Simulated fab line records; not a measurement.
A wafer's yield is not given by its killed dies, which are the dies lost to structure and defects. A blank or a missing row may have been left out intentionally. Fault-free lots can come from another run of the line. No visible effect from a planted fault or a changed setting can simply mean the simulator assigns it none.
Matching of chambers | flow nand-harc | pecvd-03 running NHARC_A_SGD_CUT_DEP_00: 3 sister chambers
The step deposits SiNx, target thk 50 nm. 14 wafers are shown with their chamber, then 7 later ones without.

== WAFERS, EACH WITH ITS CHAMBER ==
wafer  | chamber | heater-power-w (W)
L075.1 | 1       | 795
L075.2 | 0       | 761
L075.5 | 1       | 789
L078.2 | 2       | 692
L078.3 | 0       | 809
L078.5 | 0       | 804
L081.1 | 0       | 718
L081.2 | 2       | 808
L081.5 | 0       | 717
L083.1 | 2       | 786
L083.2 | 1       | 766
L083.4 | 1       | 780
L089.2 | 0       | 851
L089.4 | 2       | 772

SIGNATURES (averages over the wafers above)
reading        | chamber 0 | chamber 1 | chamber 2 | scatter within a chamber
heater-power-w | 776.67    | 782.50    | 764.50    | 45.4
Rule: a wafer lies at a distance from a chamber equal to the root of the sum of squares, over the readings, of (its reading less the chamber's mean, divided by the reading's scatter). If the next closest chamber is less than 2 further off than the closest, the wafer can't be placed; otherwise it belongs to the closest. How the scatter is found: for the shown wafers, subtract from each reading the mean of its chamber, square and add these, divide the total by (wafers less chambers), then take the root.

== WAFERS WITH NO CHAMBER GIVEN ==
wafer  | heater-power-w (W)
L089.5 | 661
L093.1 | 889
L093.2 | 826
L093.6 | 827
L095.1 | 811
L095.2 | 817
L095.5 | 824

== CHAMBER TAKEN BY EACH ==
wafer  | from the rows above          | in truth
L089.5 | can't be placed: 2 or 0 or 1 | 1
L093.1 | can't be placed: 1 or 0 or 2 | 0
L093.2 | can't be placed: 1 or 0 or 2 | 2
L093.6 | can't be placed: 1 or 0 or 2 | 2
L095.1 | can't be placed: 1 or 0 or 2 | 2
L095.2 | can't be placed: 1 or 0 or 2 | 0
L095.5 | can't be placed: 1 or 0 or 2 | 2
Correctly placed: 0 of 7. Unplaceable from these rows: 7, with the true chamber sitting among the candidates in 7. Wrongly placed: 0.
